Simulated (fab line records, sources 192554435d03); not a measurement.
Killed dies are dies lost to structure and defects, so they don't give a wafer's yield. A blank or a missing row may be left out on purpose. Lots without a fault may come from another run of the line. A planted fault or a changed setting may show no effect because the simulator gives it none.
fab line records | flow n5_finfet
record lots=8 wafers=22 last_day=17
route steps=1938 shown FIN_SAQP@101 BEOL_M4@1111 PASSIVATION@1936
lots that met no fault: from a run of the same line without faults
start_h: hours from the record's first day to the start of the lot's first wafer shown | wait_h: hours since the lot's step before | " the same as in the row above | L1.1+2: a row that stands for several wafers | - no value, or no start given | * or withheld: withheld | < > ~ a bound
route shown NAME@n: a module of which the file shows steps, and the number in the route of the first | usual: mean/standard deviation of fault-free wafers | same: alike in all rows | chamber/n: place in a boat | sites: the reading at each site | _std_site: their standard deviation | _edge_site: outer sites' mean less inner sites' | radius_mm: how far each site lies from the wafer's centre | mask NAME#n: copy n | behind: the tool/chamber that last shaped the wafer | hold: why the lot was held/for how many hours/how that ended | device: the transistor (n, p or np) that didn't switch | end of line: the same wafers' tests at the end of the route | a step without rows: its recipe alone | killed: dies lost to structure and defects at the first sort, not the wafer's yield | map: a wafer's dies, x killed, . not, _ none there
set.NAME: the setting as run; set.NAME@STEP: as run at that earlier step | model.NAME: the simulator's own value behind a step, which no gauge read
steps of the route over a sample of lots; a table a step, a row a wafer
services: from which hour (start_h, from the record's first day; less than 0 if before it) a tool's chamber was out of use, for how many hours, and why
## steps
# step N5_FIN_SAQP_THK_MEAS_07
# usual thk_nm=59.9/0.78
# columns lot.wafer tool chamber start_h wait_h thk_nm
L300.3 film_metro-01 - 65.28 0.1 59.6
L300.5 " - " " 59.9
L300.6 " - " " 60.4
L302.2 film_metro-02 - 76.07 0.1 58.3
L302.3 " - " " 58.5
L302.4 " - " " 60.5
L303.1 film_metro-01 - 82.07 0.1 59.1
L303.2 " - " " 59.5
L303.3 " - " " 59.8
L308.2 film_metro-02 - 112.44 0.1 58.6
L308.5 " - " " 59.5
L310.1 film_metro-01 - 124.10 0.1 58.3
L310.2 " - " " 59.7
L311.1 film_metro-01 - 129.59 0.1 59.7
L311.2 " - " " 59.5
L311.4 " - " " 60.4
L314.1 film_metro-01 - 147.62 0.1 58.9
L314.2 " - " " 60.8
L314.6 " - " " 61.3
L315.1 film_metro-02 - 153.85 0.1 59.8
L315.2 " - " " 59.6
L315.5 " - " " 60.3
# step N5_FIN_SAQP_HM_DEP_72
# recipe material=SiO2 target_thk_a=120 temp_c=400 precursor=SiH4/N2O pressure_torr=0.75 rf_w=275 time_s=7.2
# usual heater_power_w=779/71 showerhead_plenum_p_Torr=8.16/0.12 showerhead_vpp_V=1005/41
# columns lot.wafer tool chamber start_h wait_h heater_power_w showerhead_plenum_p_Torr showerhead_vpp_V
L300.3 pecvd-04 2 65.32 0.0 756 8.40 1043
L300.5 " 0 " " 681 8.02 930
L300.6 " 1 " " 735 8.10 987
L302.2 pecvd-04 2 76.10 0.0 743 8.44 1036
L302.3 " 1 " " 882 8.11 959
L302.4 " 0 " " 663 8.00 938
L303.1 pecvd-04 1 82.10 0.0 813 8.10 975
L303.2 " 0 " " 749 8.01 926
L303.3 " 2 " " 874 8.40 1056
L308.2 pecvd-01 0 112.48 0.0 616 8.04 987
L308.5 " 1 " " 955 8.25 1027
L310.1 pecvd-04 0 124.13 0.0 777 8.00 952
L310.2 " 2 " " 728 8.40 1043
L311.1 pecvd-02 1 129.62 0.0 808 8.14 999
L311.2 " 0 " " 867 8.18 1074
L311.4 " 0 " " 860 8.18 1073
L314.1 pecvd-01 0 147.65 0.0 668 8.03 976
L314.2 " 2 " " 775 8.30 1051
L314.6 " 2 " " 786 8.28 1031
L315.1 pecvd-02 1 153.89 0.0 805 8.13 1024
L315.2 " 2 " " 708 8.24 1003
L315.5 " 1 " " 779 8.13 1019
# step N5_FIN_SAQP_SPACER1_ETCHBACK_25
# recipe chemistry=CHF3/O2 mode=anisotropic_etchback target=SiO2 target_depth_a=244 time_s=12.2 pressure_mtorr=30 source_w=650 bias_w=170 Ar_flow_sccm=200 CHF3_flow_sccm=50 O2_flow_sccm=5 ion_energy_ev=200
# usual chamber_pressure_mTorr=30.002/0.028 drypump_motor_current_A=5.7/0.41 oes_product_au=0.77/0.081 rf_vpp_V=526/10 showerhead_plenum_p_Torr=2.38/0.065 throttle_valve_pct=18.91/0.19
# columns lot.wafer tool chamber start_h wait_h chamber_pressure_mTorr drypump_motor_current_A oes_product_au rf_hours_counter_h rf_vpp_V showerhead_plenum_p_Torr throttle_valve_pct
L300.3 rie_diel-03 0 67.67 0.4 30.002 6.1 0.86 59 521 2.35 18.88
L300.5 " 0 " " 29.963 6.1 0.86 - 521 2.35 18.87
L300.6 " 1 " " 30.015 5.3 0.68 - 543 2.47 19.20
L302.2 rie_diel-05 1 78.75 0.4 29.985 5.2 0.75 150 522 2.41 18.87
L302.3 " 3 " " 30.020 5.2 0.69 233 534 2.38 19.31
L302.4 " 2 " " 29.987 5.6 0.78 154 540 2.52 18.60
L303.1 rie_diel-03 1 84.47 0.4 30.005 5.3 0.68 239 541 2.46 19.21
L303.2 " 2 " " 30.051 6.2 0.77 133 522 2.32 18.86
L303.3 " 0 " " 30.023 6.1 0.85 66 522 2.35 18.86
L308.2 rie_diel-03 2 115.40 0.4 29.986 6.2 0.76 143 522 2.32 18.87
L308.5 " 0 " " 30.025 6.1 0.63 - 521 2.35 18.83
L310.1 rie_diel-03 0 126.43 0.4 29.954 6.1 0.62 81 521 2.35 18.86
L310.2 " 2 " " 29.938 6.2 0.76 148 523 2.31 18.88
L311.1 rie_diel-03 3 132.52 0.4 30.050 5.6 0.69 22 528 2.37 18.74
L311.2 " 2 " " 29.988 6.2 0.75 150 522 2.31 18.87
L311.4 " 0 " " 30.000 6.1 0.84 - 523 2.35 18.91
L314.1 rie_diel-06 2 151.40 0.4 29.963 5.7 0.66 248 507 2.27 18.91
L314.2 " 3 " " 30.024 6.4 0.73 187 525 2.31 18.85
L314.6 " 2 " " 30.029 5.7 0.67 - 508 2.27 18.92
L315.1 rie_diel-06 0 156.30 0.4 29.992 5.0 0.70 225 537 2.48 19.09
L315.2 " 2 " " 29.998 5.6 0.67 249 508 2.27 18.90
L315.5 " 1 " " 30.019 5.4 0.78 - 520 2.41 18.58
# step N5_FIN_SAQP_MANDREL1_REMOVE_56
# recipe chemistry=HBr/Cl2/O2 bt_time_s=10 target=a-Si stop_on=SiNx endpoint=OES-SiCl over_etch_frac=1 icp_w=600 bias_w=22 HBr_flow_sccm=150 Cl2_flow_sccm=80 O2_flow_sccm=5 pressure_mtorr=10
# usual chamber_pressure_mTorr=10.001/0.0088 drypump_motor_current_A=5.7/0.39 oes_product_au=0.987/0.017 throttle_valve_pct=36.50/0.21
# columns lot.wafer tool chamber start_h wait_h chamber_pressure_mTorr drypump_motor_current_A oes_product_au rf_hours_counter_h throttle_valve_pct
L300.3 rie_si-05 1 67.76 0.1 10.003 5.4 0.989 187 36.41
L300.5 " 1 " " 10.009 5.4 1.004 - 36.38
L300.6 " 2 " " 9.985 5.9 1.002 - 36.13
L302.2 rie_si-05 3 78.84 0.1 10.002 6.2 0.971 139 36.27
L302.3 " 0 " " 9.996 5.1 1.012 26 36.36
L302.4 " 1 " " 10.013 5.4 0.990 188 36.38
L303.1 rie_si-04 0 84.56 0.1 10.006 5.6 0.981 79 36.77
L303.2 " 2 " " 10.007 5.5 0.964 88 36.61
L303.3 " 3 " " 10.006 6.0 0.990 15 36.80
L308.2 rie_si-05 1 115.49 0.1 9.991 5.4 1.007 188 36.40
L308.5 " 2 " " 9.988 5.9 0.376 - 36.11
L310.1 rie_si-04 3 126.52 0.1 10.000 6.0 0.368 16 36.80
L310.2 " 2 " " 10.006 5.5 0.958 89 36.62
L311.1 rie_si-03 0 132.61 0.1 10.005 6.2 0.370 149 36.49
L311.2 " 1 " " 9.994 5.3 0.962 175 36.63
L311.4 " 2 " " 10.006 6.2 0.976 64 36.76
L314.1 rie_si-04 3 151.49 0.1 10.001 6.0 0.990 16 36.78
L314.2 " 2 " " 10.018 5.5 0.953 90 36.63
L314.6 " 2 " " 10.012 5.5 0.954 - 36.61
L315.1 rie_si-04 1 156.39 0.1 10.006 6.1 0.987 44 36.44
L315.2 " 3 " " 9.993 6.0 0.992 16 36.79
L315.5 " 3 " " 10.001 6.0 0.993 - 36.80
# step N5_FIN_SAQP_CD_MEAS_27
# recipe target_cd_nm=20 landing_energy_ev=1000 detector=se_inlens polarity=line
# usual cd_nm=20.24/0.26
# columns lot.wafer tool chamber start_h wait_h cd_nm
L300.3 cd_sem-02 0 67.87 0.1 20.84
L300.5 " 0 " " 20.35
L300.6 " 0 " " 20.06
L302.2 cd_sem-03 0 78.95 0.1 20.22
L302.3 " 0 " " 19.91
L302.4 " 0 " " 20.89
L303.1 cd_sem-01 0 84.67 0.1 20.22
L303.2 " 0 " " 19.97
L303.3 " 0 " " 19.99
L308.2 cd_sem-01 0 115.60 0.1 20.14
L308.5 " 0 " " -
L310.1 cd_sem-03 0 126.63 0.1 -
L310.2 " 0 " " 20.31
L311.1 cd_sem-01 0 132.72 0.1 -
L311.2 " 0 " " 20.48
L311.4 " 0 " " 19.72
L314.1 cd_sem-01 0 151.60 0.1 20.25
L314.2 " 0 " " 20.48
L314.6 " 0 " " 20.25
L315.1 cd_sem-02 0 156.50 0.1 20.25
L315.2 " 0 " " 19.89
L315.5 " 0 " " 20.54
# step N5_FIN_SAQP_ETCH_57
# recipe chemistry=CH3F/O2 target=SiNx mask_material=SiO2 target_depth_a=325 time_s=46.4 pressure_mtorr=30 source_w=395 bias_w=73 Ar_flow_sccm=150 CH3F_flow_sccm=30 O2_flow_sccm=20 ion_energy_ev=120 ends=cleared
# usual chamber_pressure_mTorr=29.999/0.027 drypump_motor_current_A=5.6/0.43 etch_rf_on_time_s=46.3/1.1 oes_product_au=0.65/0.056 rf_vpp_V=298/6.1 showerhead_plenum_p_Torr=1.99/0.065 throttle_valve_pct=16.32/0.21
# columns lot.wafer tool chamber start_h wait_h chamber_pressure_mTorr drypump_motor_current_A etch_rf_on_time_s oes_product_au rf_hours_counter_h rf_vpp_V showerhead_plenum_p_Torr throttle_valve_pct
L300.3 rie_diel-06 0 67.93 0.1 30.010 5.0 45.8 0.62 191 306 2.07 16.49
L300.5 " 3 " " 30.011 6.4 47.2 0.64 - 298 1.92 16.29
L300.6 " 2 " " 29.981 5.7 48.1 0.59 - 289 1.89 16.36
L302.2 rie_diel-06 2 79.00 0.0 30.014 5.6 48.5 0.58 220 289 1.89 16.36
L302.3 " 0 " " 29.934 5.0 47.9 0.61 195 305 2.07 16.49
L302.4 " 1 " " 29.965 5.4 47.4 0.68 99 298 2.00 15.99
L303.1 rie_diel-06 1 84.72 0.0 29.937 5.4 46.9 0.68 100 297 2.01 15.97
L303.2 " 2 " " 30.003 5.7 47.8 0.58 222 290 1.89 16.37
L303.3 " 3 " " 30.020 6.4 47.7 0.63 166 297 1.92 16.29
L308.2 rie_diel-06 1 115.88 0.3 29.997 5.4 45.7 0.67 112 295 2.00 16.01
L308.5 " 3 " " 29.974 6.4 116.0 0.28 - 298 1.92 16.27
L310.1 rie_diel-05 2 126.68 0.0 30.017 5.6 116.0 0.28 171 308 2.09 16.07
L310.2 " 1 " " 30.029 5.2 46.5 0.64 168 296 1.99 16.37
L311.1 rie_diel-06 3 132.77 0.0 30.019 6.4 116.0 0.28 178 297 1.92 16.27
L311.2 " 2 " " 29.989 5.6 48.4 0.57 240 287 1.88 16.39
L311.4 " 1 " " 29.959 5.4 47.5 0.66 118 295 2.00 16.01
L314.1 rie_diel-06 2 151.75 0.2 29.998 5.6 47.6 0.57 248 288 1.88 16.41
L314.2 " 0 " " 29.983 5.0 45.9 0.61 223 306 2.06 16.55
L314.6 " 3 " " 29.983 6.4 46.0 0.62 - 298 1.91 16.34
L315.1 rie_diel-06 1 156.54 0.0 30.015 5.4 44.2 0.67 127 295 2.00 16.05
L315.2 " 2 " " 30.039 5.6 46.9 0.58 249 289 1.88 16.43
L315.5 " 2 " " 30.000 5.6 47.7 0.57 - 288 1.88 16.43
# step N5_FIN_SAQP_ETCH_67
# recipe chemistry=CH3F/O2 target=SiNx target_depth_a=300 mask_material=SOC pressure_mtorr=30 source_w=395 bias_w=73 Ar_flow_sccm=150 CH3F_flow_sccm=30 O2_flow_sccm=20 ion_energy_ev=120
# usual chamber_pressure_mTorr=29.997/0.027 drypump_motor_current_A=5.7/0.41 oes_product_au=0.76/0.069 rf_vpp_V=298/5.7 showerhead_plenum_p_Torr=1.98/0.057 throttle_valve_pct=16.37/0.19
# columns lot.wafer tool chamber start_h wait_h chamber_pressure_mTorr drypump_motor_current_A oes_product_au rf_hours_counter_h rf_vpp_V showerhead_plenum_p_Torr throttle_valve_pct
L300.3 rie_diel-05 2 68.69 0.0 30.022 5.7 0.78 149 307 2.10 16.07
L300.5 " 2 " " 29.998 5.7 0.79 - 306 2.10 16.07
L300.6 " 3 " " 29.987 5.2 0.70 - 302 1.97 16.72
L302.2 rie_diel-06 2 79.73 0.0 29.937 5.7 0.69 220 289 1.89 16.38
L302.3 " 3 " " 29.995 6.5 0.74 165 298 1.92 16.34
L302.4 " 1 " " 30.031 5.4 0.80 99 296 2.01 16.01
L303.1 rie_diel-05 0 85.77 0.0 29.996 5.7 0.74 161 288 1.99 16.38
L303.2 " 3 " " 29.985 5.2 0.69 235 302 1.97 16.74
L303.3 " 1 " " 29.988 5.2 0.75 152 297 2.00 16.35
L308.2 rie_diel-05 0 116.62 0.0 30.000 5.7 0.73 173 288 1.99 16.41
L308.5 " 1 " " 29.979 5.2 0.75 - 296 2.00 16.40
L310.1 rie_diel-03 0 127.41 0.0 30.013 6.1 0.84 82 296 1.95 16.36
L310.2 " 2 " " 30.002 6.2 0.76 148 297 1.92 16.38
L311.1 rie_diel-03 3 133.60 0.0 30.006 5.6 0.93 22 300 1.96 16.19
L311.2 " 2 " " 30.001 6.2 0.76 151 296 1.92 16.36
L311.4 " 3 " " 29.972 5.6 0.95 - 300 1.96 16.21
L314.1 rie_diel-03 2 152.49 0.0 29.996 6.2 0.76 160 295 1.92 16.40
L314.2 " 0 " " 30.006 6.1 0.82 93 296 1.94 16.39
L314.6 " 2 " " 29.992 6.2 0.75 - 296 1.92 16.38
L315.1 rie_diel-06 3 157.30 0.0 30.070 6.4 0.72 189 297 1.91 16.34
L315.2 " 2 " " 29.955 5.6 0.66 250 289 1.88 16.42
L315.5 " 2 " " 29.953 5.6 0.66 - 289 1.88 16.44
# step N5_BEOL_M4_RC_MEAS_101
# usual DIBL_N=35.8/1.8 DIBL_P=35.6/2 IOFF_N=0.148/0.028 IOFF_P=0.20/0.034 ION_N=672/12 ION_P=462/8.5 SS_N=71.2/0.65 SS_P=73.1/0.67 VT_N=251/3.3 VT_P=-251/3.8
# columns lot.wafer tool chamber start_h wait_h DIBL_N[mV/V] DIBL_P[mV/V] IOFF_N[nA/um] IOFF_P[nA/um] ION_N[uA/um] ION_P[uA/um] SS_N[mV/dec] SS_P[mV/dec] VT_N[mV] VT_P[mV]
L300.3 prober-01 0 202.41 0.3 38.1 36.8 0.191 0.26 692 481 71.9 72.9 247 -244
L300.5 " 0 " " 37.8 36.6 0.178 0.26 686 475 71.9 73.2 247 -242
L300.6 " 0 " " 37.9 36.3 0.174 0.23 685 468 71.4 73.2 248 -246
L302.2 prober-02 0 218.26 0.2 34.6 34.3 0.121 0.19 663 457 70.1 73.5 253 -249
L302.3 " 0 " " 35.9 35.7 0.136 0.21 674 467 71.3 72.8 252 -247
L302.4 " 0 " " 35.2 34.7 0.137 0.19 677 468 70.8 72.4 250 -249
L303.1 prober-01 0 221.50 0.0 38.0 37.4 0.178 0.21 676 456 71.5 73.8 252 -254
L303.2 " 0 " " 34.9 34.3 0.117 0.17 656 454 71.0 73.0 255 -252
L303.3 " 0 " " 33.6 32.3 0.105 0.14 661 450 69.8 72.1 255 -256
L308.2 prober-02 0 262.13 0.2 32.9 33.5 0.126 0.21 676 472 70.3 73.4 251 -248
L310.2 prober-02 0 264.36 0.2 32.6 32.9 0.076 0.12 626 430 70.0 71.7 266 -260
L311.2 prober-01 0 267.46 0.2 35.8 34.5 0.137 0.17 663 454 71.6 73.0 252 -252
L311.4 " 0 " " 35.6 36.1 0.146 0.18 683 466 71.5 73.1 251 -255
L314.1 prober-01 0 290.31 0.0 38.6 41.2 0.200 0.27 678 464 72.5 74.2 245 -247
L314.2 " 0 " " 37.8 39.5 0.181 0.24 684 462 71.2 73.9 247 -249
L314.6 " 0 " " 38.0 39.9 0.183 0.25 682 472 72.0 74.1 250 -247
L315.1 prober-02 0 306.87 0.0 35.8 35.0 0.147 0.19 677 463 71.3 72.4 250 -248
L315.2 " 0 " " 38.4 37.4 0.197 0.24 691 478 71.6 72.5 246 -247
L315.5 " 0 " " 35.3 33.1 0.138 0.18 682 464 71.0 71.9 254 -250
# step N5_PASSIVATION_PROBE_49
# usual defect_limited_yield=91.3/1.5 killed_at_M0_to_M3=34/11 killed_at_M4_up=14/6.1 killed_at_contacts=12/5.9 killed_at_front_end=39/11 killed_at_other=4/3.3 killed_dies=102/18 killed_on_rim=13/3.8 killed_open=67/13 killed_short=33/7.9 sort_bin_5_function=5.1/1 sort_bin_6_memory=3.3/0.7 sort_bin_8_speed=0.1/0.69 sort_n_pass=1077/19 sort_yield_pct=91.3/1.6
# same gross_dies=1180 killed_at_back_side=0 sort_bin_4_leakage[%]=0
# columns lot.wafer tool chamber start_h wait_h defect_limited_yield[%] killed_at_M0_to_M3 killed_at_M4_up killed_at_contacts killed_at_front_end killed_at_other killed_dies killed_on_rim killed_open killed_short sort_bin_5_function[%] sort_bin_6_memory[%] sort_bin_8_speed[%] sort_n_pass sort_yield_pct[%]
L308.2 prober-01 - 360.56 0.1 93.2 21 4 11 43 1 80 7 52 26 3.4 3.1 0 1100 93.2
L308.5 prober-01 - 360.71 0.2 0.4 29 4 13 1127 2 1175 149 66 16 97.0 2.2 0 5 0.4
L310.1 prober-01 - 370.04 0.0 0.3 34 14 12 1112 5 1177 150 61 46 94.9 4.3 0 3 0.3
L310.2 prober-01 - 370.09 0.1 92.8 20 14 10 33 8 85 9 46 33 4.2 2.7 8.3 997 84.5
L311.1 prober-02 - 373.43 0.0 1.7 33 14 8 1102 3 1160 152 57 32 95.1 3.1 0 20 1.7
L311.2 prober-02 - 373.48 0.1 93.5 20 10 17 30 0 77 10 47 20 3.4 2.3 0 1103 93.5
L311.4 prober-02 - 373.58 0.2 92.4 35 11 5 37 2 90 11 59 29 4.4 3.1 0 1090 92.4
L314.1 prober-01 - 386.67 0.0 93.9 36 3 6 25 2 72 6 43 29 3.4 2.6 0 1108 93.9
L314.2 prober-01 - 386.72 0.1 93.6 32 10 11 20 2 75 8 53 22 3.8 2.5 0 1105 93.6
L314.6 prober-01 - 386.92 0.3 89.7 36 5 22 54 4 121 20 74 43 5.8 4.0 0 1059 89.7
L315.1 prober-01 - 405.47 0.0 89.2 59 19 10 34 5 127 21 91 36 7.2 3.3 0 1053 89.2
L315.2 prober-01 - 405.52 0.1 89.5 39 17 10 56 2 124 19 81 43 6.4 3.9 0 1056 89.5
L315.5 prober-01 - 405.67 0.2 90.8 33 12 2 61 1 109 20 74 35 5.0 4.1 0 1071 90.8
# killed by level:class
L308.2 DUMMY_GATE:geometric_particle:open=9 MOL_CONTACT_COAG:geometric_particle:open=9 STI_FIN_REVEAL:geometric_particle:open=7 BEOL_M3:geometric_particle:open=7 GATE_CUT:geometric_particle:short=6 GATE_CUT:geometric_particle:open=5 FIN_SAQP:geometric_particle:short=4 DUMMY_GATE:geometric_particle:short=3
L308.5 FIN_SAQP:area_etchback=1090 BEOL_M3:geometric_particle:open=13 MOL_CONTACT_COAG:geometric_particle:open=11 DUMMY_GATE:geometric_particle:open=10 BEOL_M0_SAQP:geometric_particle:open=6 STI_FIN_REVEAL:geometric_particle:open=5 GATE_CUT:geometric_particle:short=5 FIN_SAQP:geometric_particle:open=4
L310.1 FIN_SAQP:area_etchback=1069 FIN_SAQP:geometric_particle:short=16 BEOL_M0_SAQP:geometric_particle:open=11 BEOL_M0_SAQP:geometric_particle:short=9 DUMMY_GATE:geometric_particle:open=7 MOL_CONTACT_COAG:geometric_particle:open=7 FIN_SAQP:geometric_particle:open=6 MOL_CONTACT_COAG:geometric_particle:short=5
L310.2 MOL_CONTACT_COAG:geometric_particle:open=8 FIN_SAQP:geometric_particle:short=7 STI_FIN_REVEAL:geometric_particle:open=7 BEOL_M5:geometric_particle:open=6 BEOL_M0_SAQP:geometric_particle:short=5 FIN_SAQP:geometric_particle:open=4 STARTING-WAFER:geometric_particle:short=4 GATE_CUT:geometric_particle:short=3
L311.1 FIN_SAQP:area_etchback=1070 BEOL_M0_SAQP:geometric_particle:short=12 FIN_SAQP:geometric_particle:short=9 MOL_CONTACT_COAG:geometric_particle:open=8 BEOL_M3:geometric_particle:open=8 FIN_SAQP:geometric_particle:open=7 BEOL_M0_SAQP:geometric_particle:open=7 STI_FIN_REVEAL:geometric_particle:open=6
L311.2 MOL_CONTACT_COAG:geometric_particle:open=11 FIN_SAQP:geometric_particle:open=7 BEOL_M4:geometric_particle:open=7 HKMG_FIN:area_etch=6 MOL_CONTACT_COAG:geometric_particle:short=5 BEOL_M0_SAQP:geometric_particle:short=5 FIN_SAQP:geometric_particle:short=4 BEOL_M0_SAQP:geometric_particle:open=4
L311.4 FIN_SAQP:geometric_particle:open=17 BEOL_M0_SAQP:geometric_particle:open=9 FIN_SAQP:geometric_particle:short=8 BEOL_M3:geometric_particle:open=7 BEOL_M0:geometric_particle:open=6 BEOL_M4:geometric_particle:open=6 MOL_CONTACT_COAG:geometric_particle:open=5 BEOL_M0_SAQP:geometric_particle:short=5
L314.1 BEOL_M0_SAQP:geometric_particle:short=10 BEOL_M1:geometric_particle:open=7 BEOL_M0_SAQP:geometric_particle:open=6 STI_FIN_REVEAL:geometric_particle:open=4 MOL_CONTACT_COAG:geometric_particle:open=4 STARTING-WAFER:geometric_particle:open=4 FIN_SAQP:geometric_particle:open=3 FIN_SAQP:geometric_particle:short=3
L314.2 BEOL_M0_SAQP:geometric_particle:short=10 MOL_CONTACT_COAG:geometric_particle:open=9 BEOL_M0_SAQP:geometric_particle:open=7 BEOL_M1:geometric_particle:open=6 DUMMY_GATE:geometric_particle:open=5 FIN_SAQP:geometric_particle:open=4 FIN_SAQP:geometric_particle:short=3 STI_FIN_REVEAL:geometric_particle:open=3
L314.6 FIN_SAQP:geometric_particle:open=16 BEOL_M0_SAQP:geometric_particle:short=16 BEOL_M0_SAQP:geometric_particle:open=15 MOL_CONTACT_COAG:geometric_particle:open=15 STI_FIN_REVEAL:geometric_particle:open=11 GATE_CUT:geometric_particle:short=6 FIN_SAQP:geometric_particle:short=6 DUMMY_GATE:geometric_particle:open=5
L315.1 BEOL_M0_SAQP:geometric_particle:open=15 BEOL_M2:geometric_particle:open=11 BEOL_M4:geometric_particle:open=9 BEOL_M3:geometric_particle:open=9 MOL_CONTACT_COAG:geometric_particle:open=8 BEOL_M0_SAQP:geometric_particle:short=8 BEOL_M1:geometric_particle:open=6 DUMMY_GATE:geometric_particle:open=5
L315.2 BEOL_M0_SAQP:geometric_particle:open=12 BEOL_M4:geometric_particle:open=11 FIN_SAQP:geometric_particle:short=10 BEOL_M0_SAQP:geometric_particle:short=10 FIN_SAQP:geometric_particle:open=9 DUMMY_GATE:geometric_particle:open=9 MOL_CONTACT_COAG:geometric_particle:open=9 STI_FIN_REVEAL:geometric_particle:open=6
L315.5 FIN_SAQP:geometric_particle:open=18 STI_FIN_REVEAL:geometric_particle:open=14 BEOL_M2:geometric_particle:open=9 BEOL_M0_SAQP:geometric_particle:short=6 BEOL_M4:geometric_particle:open=6 FIN_SAQP:geometric_particle:short=5 BEOL_M1:geometric_particle:open=5 STI_FIN_REVEAL:geometric_particle:short=4
## services
# columns tool chamber start_h hours kind
rie_diel-06 2 42.20 6.6 repair
rie_si-05 2 43.58 - clean
rie_si-05 2 43.58 22.6 scheduled_down
rie_si-05 2 43.58 22.6 vent_cycle
rie_diel-05 1 45.20 32.4 repair
rie_diel-05 0 48.06 9.0 repair
rie_diel-03 3 60.97 - clean
rie_diel-03 3 60.97 - consumable_replace:focus_ring
rie_diel-03 3 60.97 14.1 scheduled_down
rie_diel-03 3 60.97 14.1 vent_cycle
rie_diel-06 3 94.68 12.9 repair
rie_diel-03 1 121.14 - clean
rie_diel-03 1 121.14 - consumable_replace:focus_ring
rie_diel-03 1 121.14 33.9 scheduled_down
rie_diel-03 1 121.14 33.9 vent_cycle
pecvd-01 - 124.78 0.8 repair
pecvd-04 - 127.86 5.5 pm
rie_diel-05 3 128.67 - clean
rie_diel-05 3 128.67 - consumable_replace:focus_ring
rie_diel-05 3 128.67 11.6 scheduled_down
rie_diel-05 3 128.67 11.6 vent_cycle
rie_si-03 2 140.05 1.3 repair
pecvd-04 2 142.72 2.1 scheduled_down
pecvd-04 2 147.09 5.5 scheduled_down
## key
first_sign step=N5_FIN_SAQP_MANDREL1_REMOVE_56 reading=oes_product_au direction=down sigmas=36 usual=0.987 struck=0.371
effect step=N5_FIN_SAQP_CD_MEAS_27 reading=cd_nm direction=missing
effect step=N5_FIN_SAQP_ETCH_57 reading=etch_rf_on_time_s direction=up sigmas=64 usual=* struck=*
effect step=N5_PASSIVATION_PROBE_49 reading=killed_at_front_end direction=up sigmas=99+ usual=39 struck=1114
more_kills_born_at N5_FIN_SAQP_SPACER1_ETCHBACK_25@rie_diel-03=3229
met_at N5_FIN_SAQP_SPACER1_ETCHBACK_25
struck_lots L308,L310,L311
struck_wafers L308.5,L310.1,L311.1
later_rows_left_out L308.5,L310.1,L311.1
not_acting_at N5_FIN_SAQP_THK_MEAS_07,N5_FIN_SAQP_HM_DEP_72,N5_FIN_SAQP_ETCH_67
onset_between 84.47 115.40
fault kind=process_parameter_drift tool=rie_diel-03 chamber=- onset_h=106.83 steps=N5_FIN_SAQP_SPACER1_ETCHBACK_25 channel=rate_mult offset=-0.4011 shape=step end_h=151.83 scope=struck_wafers_only
# later_rows_left_out: the simulator's readings of these wafers behind a module that went badly wrong aren't trusted and aren't shown, but for the sort
